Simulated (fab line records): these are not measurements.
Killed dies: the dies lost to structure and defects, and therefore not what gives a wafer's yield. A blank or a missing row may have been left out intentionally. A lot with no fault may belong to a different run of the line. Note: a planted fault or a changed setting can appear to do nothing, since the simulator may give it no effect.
fab line records | flow n5Finfet
record lots=7 | wafers=39
route steps=1938 shown PMOS_HMC_CHANNEL_EPI@78 GATE_CUT@469
startH: the number of hours between the record's first day and the start of the first shown wafer of the lot | waitH: hours since the lot's step before | " identical to the entry in the row above | L1.1+2: several wafers, shown together as one row | - either no value or no given start | * or withheld: withheld | < > ~ a bound
route shown NAME@n: NAME is a module with steps in the file, n the number in the route of the first one | usual: mean and standard deviation over wafers with no fault | same: alike in all rows | chamber/n: place in a boat | sites: the reading at each site | _std_site: the standard deviation of these | _edge_site: the outer-site mean with the inner-site mean subtracted | radiusMm: how far each site lies from the wafer's centre | mask NAME#n: copy n | behind: the last tool/chamber to shape the wafer | hold: why the lot was held/for how many hours/how that ended | device: the n, p or np transistor that did not switch | end of line: tests of these same wafers at the route's end | for a step that has no rows: nothing shown but its recipe | killed: the dies lost at the first sort to structure and to defects; this is not the yield of the wafer | map: shows each die of a wafer: x if killed, . if not, _ if none is there
set.NAME: the setting the step ran with; set.NAME@STEP: the setting that earlier step ran with | model.NAME: the simulator's own value behind a step, which no gauge read
lots whose settings were changed on purpose; a table a step, a row a wafer
## steps
# step N5_PMOS_HMC_CHANNEL_EPI_EPI_20
# recipe material=SiGe30 | maskMaterial=SiO2 | pressureTorr=20 | targetThkA=590 | tempC=600
lot.wafer | tool        | chamber | startH | waitH | set.pressureTorr | model.SiGe30_of_PMOS_HMC_CHANNEL_EPI_EPI_20.thkNm
L075.1    | epiRpcvd-02 | 0       | 24.11  | 0.0   | 20               | 58.74
L075.2    | "           | 0       | "      | "     | 20               | 59.58
L075.3    | "           | 0       | "      | "     | 20               | 58.55
L075.4    | "           | 0       | "      | "     | 20               | 58.06
L075.5    | "           | 0       | "      | "     | 20               | 59.54
L075.6    | "           | 0       | "      | "     | 20               | 58.37
L077.1    | epiRpcvd-01 | 0       | 35.87  | 0.0   | 20.91            | 58.75
L077.2    | "           | 0       | "      | "     | 20.91            | 59.07
L077.3    | "           | 0       | "      | "     | 20.91            | 58.78
L077.4    | "           | 0       | "      | "     | 20.91            | 58.74
L077.5    | "           | 0       | "      | "     | 20.91            | 58.43
L077.6    | "           | 0       | "      | "     | 20.91            | 58.53
L083.1    | epiRpcvd-04 | 0       | 71.96  | 0.0   | 22.25            | 61.71
L083.2    | "           | 0       | "      | "     | 22.25            | 61.56
L083.3    | "           | 0       | "      | "     | 22.25            | 61.28
L083.4    | "           | 0       | "      | "     | 22.25            | 61.06
L083.5    | "           | 0       | "      | "     | 22.25            | 61.53
L083.6    | "           | 0       | "      | "     | 22.25            | 61.32
L088.1    | epiRpcvd-01 | 0       | 102.24 | 0.0   | 21.77            | 59.58
L088.2    | "           | 0       | "      | "     | 21.77            | 60.5
L088.3    | "           | 0       | "      | "     | 21.77            | 59.86
L088.4    | "           | 0       | "      | "     | 21.77            | 59.46
L088.5    | "           | 0       | "      | "     | 21.77            | 59.71
L088.6    | "           | 0       | "      | "     | 21.77            | 59.42
L092.2    | epiRpcvd-01 | 0       | 126.56 | 0.3   | 20               | 58.97
L092.3    | "           | 0       | "      | "     | 20               | 60.14
L092.4    | "           | 0       | "      | "     | 20               | 59.82
L094.1    | epiRpcvd-04 | 0       | 139.50 | 0.0   | 22.49            | 60.5
L094.2    | "           | 0       | "      | "     | 22.49            | 60.77
L094.3    | "           | 0       | "      | "     | 22.49            | 61.34
L094.4    | "           | 0       | "      | "     | 22.49            | 60.36
L094.5    | "           | 0       | "      | "     | 22.49            | 60.69
L094.6    | "           | 0       | "      | "     | 22.49            | 60.22
L097.1    | epiRpcvd-04 | 0       | 156.10 | 0.0   | 16.99            | 55.36
L097.2    | "           | 0       | "      | "     | 16.99            | 54.81
L097.3    | "           | 0       | "      | "     | 16.99            | 55.87
L097.4    | "           | 0       | "      | "     | 16.99            | 54.93
L097.5    | "           | 0       | "      | "     | 16.99            | 54.99
L097.6    | "           | 0       | "      | "     | 16.99            | 54.31
# step N5_GATE_CUT_ETCH_58
# recipe chemistry=CH3F/O2 | target=SiNx | targetDepthA=170 | timeS=128.6 | ionEnergyEv=50 | pressureMtorr=30 | sourceW=415 | biasW=21 | Ar_flow_sccm=150 | CH3F_flow_sccm=30 | O2_flow_sccm=20
# usual rfVppV=99.0/0.87
lot.wafer | tool       | chamber | startH | waitH | set.biasW | rfVppV
L075.1    | rieDiel-02 | 0       | 89.09  | 0.1   | 18.96     | 93.3
L075.2    | "          | 3       | "      | "     | 18.96     | 93.3
L075.3    | "          | 2       | "      | "     | 21        | 101.3
L075.4    | "          | 0       | "      | "     | 18.96     | 93.5
L075.5    | "          | 2       | "      | "     | 21        | 99.4
L075.6    | "          | 3       | "      | "     | 21        | 99.0
L077.1    | rieDiel-02 | 2       | 100.38 | 0.1   | 18.74     | 91.4
L077.2    | "          | 3       | "      | "     | 21        | 100.2
L077.3    | "          | 0       | "      | "     | 18.74     | 92.3
L077.4    | "          | 2       | "      | "     | 18.74     | 93.0
L077.5    | "          | 0       | "      | "     | 21        | 98.3
L077.6    | "          | 3       | "      | "     | 21        | 100.1
L083.1    | rieDiel-02 | 2       | 135.55 | 0.0   | 21        | 98.1
L083.2    | "          | 1       | "      | "     | 18.12     | 88.7
L083.3    | "          | 0       | "      | "     | 18.12     | 89.9
L083.4    | "          | 3       | "      | "     | 18.12     | 89.3
L083.5    | "          | 3       | "      | "     | 21        | 99.8
L083.6    | "          | 2       | "      | "     | 21        | 99.0
L088.1    | rieDiel-03 | 2       | 164.95 | 0.0   | 17.28     | 85.8
L088.2    | "          | 0       | "      | "     | 17.28     | 86.4
L088.3    | "          | 1       | "      | "     | 21        | 100.1
L088.4    | "          | 3       | "      | "     | 21        | 98.5
L088.5    | "          | 1       | "      | "     | 17.28     | 87.8
L088.6    | "          | 0       | "      | "     | 21        | 100.4
L092.2    | rieDiel-01 | 0       | 186.52 | 0.0   | 21        | 98.2
L092.3    | "          | 2       | "      | "     | 21        | 97.0
L092.4    | "          | 3       | "      | "     | 21        | 100.2
L094.1    | rieDiel-02 | 0       | 201.17 | 0.0   | 21        | 100.1
L094.2    | "          | 1       | "      | "     | 21        | 100.3
L094.3    | "          | 3       | "      | "     | 21        | 97.9
L094.4    | "          | 2       | "      | "     | 21        | 99.4
L094.5    | "          | 2       | "      | "     | 21        | 98.9
L094.6    | "          | 3       | "      | "     | 21        | 98.7
L097.1    | rieDiel-01 | 3       | 217.65 | 0.1   | 21        | 99.7
L097.2    | "          | 2       | "      | "     | 18.69     | 91.3
L097.3    | "          | 1       | "      | "     | 21        | 99.3
L097.4    | "          | 3       | "      | "     | 21        | 97.9
L097.5    | "          | 2       | "      | "     | 18.69     | 91.2
L097.6    | "          | 1       | "      | "     | 18.69     | 92.2
## key
split step=N5_PMOS_HMC_CHANNEL_EPI_EPI_20 | setting=pressureTorr | stated=20 | by=lot
response step=N5_PMOS_HMC_CHANNEL_EPI_EPI_20 | reading=model.SiGe30_of_PMOS_HMC_CHANNEL_EPI_EPI_20.thkNm | change=+0.207 | per=1% | r=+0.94
split step=N5_GATE_CUT_ETCH_58 | setting=biasW | stated=21 | by=wafer
response step=N5_GATE_CUT_ETCH_58 | reading=rfVppV | change=+0.705 | per=1% | r=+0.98
